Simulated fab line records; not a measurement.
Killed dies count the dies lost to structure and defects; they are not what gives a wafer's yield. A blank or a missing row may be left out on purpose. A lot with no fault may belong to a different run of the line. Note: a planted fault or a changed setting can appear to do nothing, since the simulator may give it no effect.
The tool behind it: which one? :: flow nandHarc :: 20 lots with 60 wafers sampled at 3 steps, on a route of 1302 steps

== WHAT THE GAUGES READ, wafer by wafer ==
NHARC_A_CONTACT_CD_MEAS_42: the cd target is 300 nm. Usual: 299.8 nm for cdNm, sd 0.71.
lot: L074
measured: day 21 11:48
on: cdSem-03
cdNm (nm): 300.8 300.4 300.7
flag: 

lot: L076
measured: day 22 05:48
on: cdSem-01
cdNm (nm): 299.2 299.9 299.8
flag: 

lot: L075
measured: day 22 06:01
on: cdSem-02
cdNm (nm): 298.7 299.5 299.5
flag: 

lot: L077
measured: day 22 09:10
on: cdSem-01
cdNm (nm): 299.4 299.6 299.5
flag: 

lot: L078
measured: day 22 13:19
on: cdSem-01
cdNm (nm): 300.4 299.8 299.0
flag: 

lot: L079
measured: day 23 14:46
on: cdSem-01
cdNm (nm): 301.4 300.9 299.8
flag: 

lot: L081
measured: day 24 07:18
on: cdSem-03
cdNm (nm): 299.7 298.3 300.2
flag: 

lot: L080
measured: day 24 07:27
on: cdSem-01
cdNm (nm): 300.1 299.7 299.0
flag: 

lot: L082
measured: day 24 18:25
on: cdSem-03
cdNm (nm): 299.9 300.4 298.7
flag: 

lot: L084
measured: day 25 16:31
on: cdSem-02
cdNm (nm): 298.6 299.0 299.1
flag: 

lot: L087
measured: day 26 12:50
on: cdSem-03
cdNm (nm): 299.6 299.6 298.8
flag: 

lot: L085
measured: day 26 13:06
on: cdSem-01
cdNm (nm): 300.0 299.5 300.2
flag: 

lot: L086
measured: day 26 23:40
on: cdSem-01
cdNm (nm): 298.8 301.0 299.9
flag: 

lot: L090
measured: day 27 20:13
on: cdSem-02
cdNm (nm): 299.2 299.5 300.2
flag: 

lot: L091
measured: day 27 20:02
on: cdSem-03
cdNm (nm): 299.9 299.3 298.6
flag: 

lot: L088
measured: day 28 05:50
on: cdSem-01
cdNm (nm): 300.4 300.3 299.6
flag: 

lot: L092
measured: day 28 22:48
on: cdSem-03
cdNm (nm): 299.6 299.9 299.2
flag: 

lot: L093
measured: day 28 22:09
on: cdSem-03
cdNm (nm): 299.7 300.4 300.7
flag: 

lot: L094
measured: day 29 16:34
on: cdSem-03
cdNm (nm): 300.1 300.9 299.8
flag: 

lot: L096
measured: day 30 07:01
on: cdSem-01
cdNm (nm): 300.6 299.4 300.5
flag: 

== EACH LOT AND THE TOOL THAT RAN IT (in order: tool; ch and the chambers of the sampled wafers; start) ==
lot: L074
NHARC_A_SLIT_ETCH_15: rieDiel-13 ch 0,1,2, day 20 11:32 or earlier
NHARC_A_WL_FILL_ALD_02: aldMetal-03 ch 2,3, day 20 11:32

lot: L076
NHARC_A_SLIT_ETCH_15: rieDiel-01 ch 2,3, day 21 03:42 or earlier
NHARC_A_WL_FILL_ALD_02: aldMetal-01 ch 0,3, day 21 03:42

lot: L075
NHARC_A_SLIT_ETCH_15: rieDiel-13 ch 0,2, day 21 03:32 or earlier
NHARC_A_WL_FILL_ALD_02: aldMetal-03 ch 0,1, day 21 03:32

lot: L077
NHARC_A_SLIT_ETCH_15: rieDiel-05 ch 1,3, day 21 07:40 or earlier
NHARC_A_WL_FILL_ALD_02: aldMetal-04 ch 0,1, day 21 07:40

lot: L078
NHARC_A_SLIT_ETCH_15: rieDiel-01 ch 0,3, day 21 13:42 or earlier
NHARC_A_WL_FILL_ALD_02: aldMetal-03 ch 0,1,3, day 21 13:42

lot: L079
NHARC_A_SLIT_ETCH_15: rieDiel-05 ch 0,1,2, day 22 15:07 or earlier
NHARC_A_WL_FILL_ALD_02: aldMetal-03 ch 0,1, day 22 15:07

lot: L081
NHARC_A_SLIT_ETCH_15: rieDiel-01 ch 0,1,2, day 23 07:13 or earlier
NHARC_A_WL_FILL_ALD_02: aldMetal-04 ch 1,3, day 23 07:13

lot: L080
NHARC_A_SLIT_ETCH_15: rieDiel-05 ch 0,2,3, day 23 06:53 or earlier
NHARC_A_WL_FILL_ALD_02: aldMetal-03 ch 0,2, day 23 06:53

lot: L082
NHARC_A_SLIT_ETCH_15: rieDiel-05 ch 0,2,3, day 23 18:16 or earlier
NHARC_A_WL_FILL_ALD_02: aldMetal-03 ch 0,2,3, day 23 18:16

lot: L084
NHARC_A_SLIT_ETCH_15: rieDiel-13 ch 0,2,3, day 24 15:13 or earlier
NHARC_A_WL_FILL_ALD_02: aldMetal-04 ch 0,1,3, day 24 15:13

lot: L087
NHARC_A_SLIT_ETCH_15: rieDiel-05 ch 0,1,2, day 25 11:48 or earlier
NHARC_A_WL_FILL_ALD_02: aldMetal-01 ch 0,1,2, day 25 11:48

lot: L085
NHARC_A_SLIT_ETCH_15: rieDiel-01 ch 0,2,3, day 25 11:49 or earlier
NHARC_A_WL_FILL_ALD_02: aldMetal-03 ch 0,2, day 25 11:49

lot: L086
NHARC_A_SLIT_ETCH_15: rieDiel-13 ch 0,1,2, day 25 21:36 or earlier
NHARC_A_WL_FILL_ALD_02: aldMetal-04 ch 0,1,3, day 25 21:36

lot: L090
NHARC_A_SLIT_ETCH_15: rieDiel-01 ch 0,2, day 26 20:39 or earlier
NHARC_A_WL_FILL_ALD_02: aldMetal-01 ch 0,1, day 26 20:39

lot: L091
NHARC_A_SLIT_ETCH_15: rieDiel-05 ch 0,1,2, day 26 20:29 or earlier
NHARC_A_WL_FILL_ALD_02: aldMetal-03 ch 0,2,3, day 26 20:29

lot: L088
NHARC_A_SLIT_ETCH_15: rieDiel-05 ch 0,3, day 27 06:37 or earlier
NHARC_A_WL_FILL_ALD_02: aldMetal-04 ch 1,2, day 27 06:37

lot: L092
NHARC_A_SLIT_ETCH_15: rieDiel-01 ch 0,1,3, day 27 21:09 or earlier
NHARC_A_WL_FILL_ALD_02: aldMetal-04 ch 0,1, day 27 21:09

lot: L093
NHARC_A_SLIT_ETCH_15: rieDiel-13 ch 0,1, day 27 21:17 or earlier
NHARC_A_WL_FILL_ALD_02: aldMetal-03 ch 0,2,3, day 27 21:17

lot: L094
NHARC_A_SLIT_ETCH_15: rieDiel-01 ch 0,1,2, day 28 14:44 or earlier
NHARC_A_WL_FILL_ALD_02: aldMetal-01 ch 1,2,3, day 28 14:44

lot: L096
NHARC_A_SLIT_ETCH_15: rieDiel-13 ch 1,2, day 29 04:29 or earlier
NHARC_A_WL_FILL_ALD_02: aldMetal-03 ch 0,2,3, day 29 04:29
- NHARC_A_SLIT_ETCH_15: etches the open film in O2/COS, target depth 6200 nm, time 1612 s.
- NHARC_A_WL_FILL_ALD_02: deposits TiN, target thk 2 nm, pulse time 3 s, ald cycles 100.

== WHAT THE TOOLS THEMSELVES READ (means of the sampled wafers that have a number; where no wafer has one, the mark that the record gives instead) ==
NHARC_A_SLIT_ETCH_15. Usual: chamberPressureMTorr 19.999 mTorr, standard deviation 0.016; drypumpMotorCurrentA 5.8 A, standard deviation 0.37; oesProductAu 1.004 a.u., standard deviation 0.014; rfVppV 314.4 V, standard deviation 2.2; showerheadPlenumPTorr 3.15 Torr, standard deviation 0.14; throttleValvePct 28.329 %, standard deviation 0.0095.
lot: L074
tool: rieDiel-13
chamberPressureMTorr (mTorr): 20.000
drypumpMotorCurrentA (A): 5.8
oesProductAu (a.u.): 1.015
rfVppV (V): 314.6
showerheadPlenumPTorr (Torr): 3.14
throttleValvePct (%): 28.328
flag: 

lot: L076
tool: rieDiel-01
chamberPressureMTorr (mTorr): 19.998
drypumpMotorCurrentA (A): 5.6
oesProductAu (a.u.): 0.996
rfVppV (V): 313.7
showerheadPlenumPTorr (Torr): 3.14
throttleValvePct (%): 28.333
flag: 

lot: L075
tool: rieDiel-13
chamberPressureMTorr (mTorr): 20.001
drypumpMotorCurrentA (A): 5.8
oesProductAu (a.u.): 1.011
rfVppV (V): 313.7
showerheadPlenumPTorr (Torr): 3.09
throttleValvePct (%): 28.336
flag: 

lot: L077
tool: rieDiel-05
chamberPressureMTorr (mTorr): 19.999
drypumpMotorCurrentA (A): 6.3
oesProductAu (a.u.): 1.010
rfVppV (V): 314.8
showerheadPlenumPTorr (Torr): 3.19
throttleValvePct (%): 28.334
flag: 

lot: L078
tool: rieDiel-01
chamberPressureMTorr (mTorr): 20.011
drypumpMotorCurrentA (A): 5.8
oesProductAu (a.u.): 1.010
rfVppV (V): 311.4
showerheadPlenumPTorr (Torr): 2.97
throttleValvePct (%): 28.328
flag: 

lot: L079
tool: rieDiel-05
chamberPressureMTorr (mTorr): 20.002
drypumpMotorCurrentA (A): 5.9
oesProductAu (a.u.): 1.005
rfVppV (V): 315.7
showerheadPlenumPTorr (Torr): 3.25
throttleValvePct (%): 28.325
flag: 

lot: L081
tool: rieDiel-01
chamberPressureMTorr (mTorr): 19.993
drypumpMotorCurrentA (A): 5.5
oesProductAu (a.u.): 0.999
rfVppV (V): 315.5
showerheadPlenumPTorr (Torr): 3.17
throttleValvePct (%): 28.330
flag: 

lot: L080
tool: rieDiel-05
chamberPressureMTorr (mTorr): 20.001
drypumpMotorCurrentA (A): 5.9
oesProductAu (a.u.): 0.997
rfVppV (V): 316.3
showerheadPlenumPTorr (Torr): 3.30
throttleValvePct (%): 28.334
flag: 

lot: L082
tool: rieDiel-05
chamberPressureMTorr (mTorr): 20.000
drypumpMotorCurrentA (A): 5.9
oesProductAu (a.u.): 0.994
rfVppV (V): 316.9
showerheadPlenumPTorr (Torr): 3.30
throttleValvePct (%): 28.328
flag: 

lot: L084
tool: rieDiel-13
chamberPressureMTorr (mTorr): 19.994
drypumpMotorCurrentA (A): 5.7
oesProductAu (a.u.): 1.000
rfVppV (V): 312.2
showerheadPlenumPTorr (Torr): 3.06
throttleValvePct (%): 28.326
flag: 

lot: L087
tool: rieDiel-05
chamberPressureMTorr (mTorr): 19.995
drypumpMotorCurrentA (A): 5.9
oesProductAu (a.u.): 1.000
rfVppV (V): 315.8
showerheadPlenumPTorr (Torr): 3.25
throttleValvePct (%): 28.325
flag: 

lot: L085
tool: rieDiel-01
chamberPressureMTorr (mTorr): 20.020
drypumpMotorCurrentA (A): 5.6
oesProductAu (a.u.): 0.997
rfVppV (V): 312.4
showerheadPlenumPTorr (Torr): 3.06
throttleValvePct (%): 28.328
flag: 

lot: L086
tool: rieDiel-13
chamberPressureMTorr (mTorr): 20.011
drypumpMotorCurrentA (A): 5.8
oesProductAu (a.u.): 1.009
rfVppV (V): 314.9
showerheadPlenumPTorr (Torr): 3.14
throttleValvePct (%): 28.330
flag: 

lot: L090
tool: rieDiel-01
chamberPressureMTorr (mTorr): 20.004
drypumpMotorCurrentA (A): 5.5
oesProductAu (a.u.): 0.994
rfVppV (V): 313.6
showerheadPlenumPTorr (Torr): 3.08
throttleValvePct (%): 28.319
flag: 

lot: L091
tool: rieDiel-05
chamberPressureMTorr (mTorr): 20.007
drypumpMotorCurrentA (A): 5.9
oesProductAu (a.u.): 1.004
rfVppV (V): 316.0
showerheadPlenumPTorr (Torr): 3.25
throttleValvePct (%): 28.318
flag: 

lot: L088
tool: rieDiel-05
chamberPressureMTorr (mTorr): 19.993
drypumpMotorCurrentA (A): 5.9
oesProductAu (a.u.): 1.000
rfVppV (V): 316.5
showerheadPlenumPTorr (Torr): 3.28
throttleValvePct (%): 28.337
flag: 

lot: L092
tool: rieDiel-01
chamberPressureMTorr (mTorr): 20.016
drypumpMotorCurrentA (A): 5.7
oesProductAu (a.u.): 0.988
rfVppV (V): 313.2
showerheadPlenumPTorr (Torr): 3.07
throttleValvePct (%): 28.326
flag: 

lot: L093
tool: rieDiel-13
chamberPressureMTorr (mTorr): 20.000
drypumpMotorCurrentA (A): 5.9
oesProductAu (a.u.): 1.007
rfVppV (V): 312.5
showerheadPlenumPTorr (Torr): 3.06
throttleValvePct (%): 28.326
flag: 

lot: L094
tool: rieDiel-01
chamberPressureMTorr (mTorr): 19.988
drypumpMotorCurrentA (A): 5.5
oesProductAu (a.u.): 0.996
rfVppV (V): 314.6
showerheadPlenumPTorr (Torr): 3.17
throttleValvePct (%): 28.318
flag: 

lot: L096
tool: rieDiel-13
chamberPressureMTorr (mTorr): 20.010
drypumpMotorCurrentA (A): 5.8
oesProductAu (a.u.): 1.013
rfVppV (V): 314.9
showerheadPlenumPTorr (Torr): 3.21
throttleValvePct (%): 28.328
flag: 

NHARC_A_WL_FILL_ALD_02. Usual: heaterPowerW 1073 W, standard deviation 100; precursorPulseHeightRel 0.999, standard deviation 0.021.
lot: L074
tool: aldMetal-03
heaterPowerW (W): 988
precursorPulseHeightRel: 1.005
flag: 

lot: L076
tool: aldMetal-01
heaterPowerW (W): 1140
precursorPulseHeightRel: 1.012
flag: 

lot: L075
tool: aldMetal-03
heaterPowerW (W): 1055
precursorPulseHeightRel: 0.987
flag: 

lot: L077
tool: aldMetal-04
heaterPowerW (W): 1024
precursorPulseHeightRel: 0.991
flag: 

lot: L078
tool: aldMetal-03
heaterPowerW (W): 1031
precursorPulseHeightRel: 1.005
flag: 

lot: L079
tool: aldMetal-03
heaterPowerW (W): 1061
precursorPulseHeightRel: 0.970
flag: 

lot: L081
tool: aldMetal-04
heaterPowerW (W): 1073
precursorPulseHeightRel: 1.002
flag: 

lot: L080
tool: aldMetal-03
heaterPowerW (W): 1106
precursorPulseHeightRel: 0.988
flag: 

lot: L082
tool: aldMetal-03
heaterPowerW (W): 1036
precursorPulseHeightRel: 1.000
flag: 

lot: L084
tool: aldMetal-04
heaterPowerW (W): 1044
precursorPulseHeightRel: 1.012
flag: 

lot: L087
tool: aldMetal-01
heaterPowerW (W): 1189
precursorPulseHeightRel: 1.011
flag: 

lot: L085
tool: aldMetal-03
heaterPowerW (W): 1099
precursorPulseHeightRel: 1.002
flag: 

lot: L086
tool: aldMetal-04
heaterPowerW (W): 1054
precursorPulseHeightRel: 0.994
flag: 

lot: L090
tool: aldMetal-01
heaterPowerW (W): 1069
precursorPulseHeightRel: 0.986
flag: 

lot: L091
tool: aldMetal-03
heaterPowerW (W): 1039
precursorPulseHeightRel: 1.016
flag: 

lot: L088
tool: aldMetal-04
heaterPowerW (W): 1115
precursorPulseHeightRel: 1.015
flag: 

lot: L092
tool: aldMetal-04
heaterPowerW (W): 1037
precursorPulseHeightRel: 1.024
flag: 

lot: L093
tool: aldMetal-03
heaterPowerW (W): 1023
precursorPulseHeightRel: 0.987
flag: 

lot: L094
tool: aldMetal-01
heaterPowerW (W): 1204
precursorPulseHeightRel: 0.995
flag: 

lot: L096
tool: aldMetal-03
heaterPowerW (W): 1043
precursorPulseHeightRel: 1.011
flag: 

== THE ANSWER, worked out from the rows above alone ==
Rule: a lot is off if the mean of its wafers that have a number lies more than 3 standard deviations from the usual mean. A lot without any number at a reading at which 4 lots or more have one is off too. Any other lot the step has rows for is counted as sound. The gauges are gone through in route order, then the tools' own readings, and for those a lot's mean is taken as printed above. At the first step where some lot is off, the reading lying furthest off is the one used; lots without a number count as furthest.
No lot is off at any reading shown: from this, nothing can be told.

== WHAT THE SIMULATOR PUT IN ==
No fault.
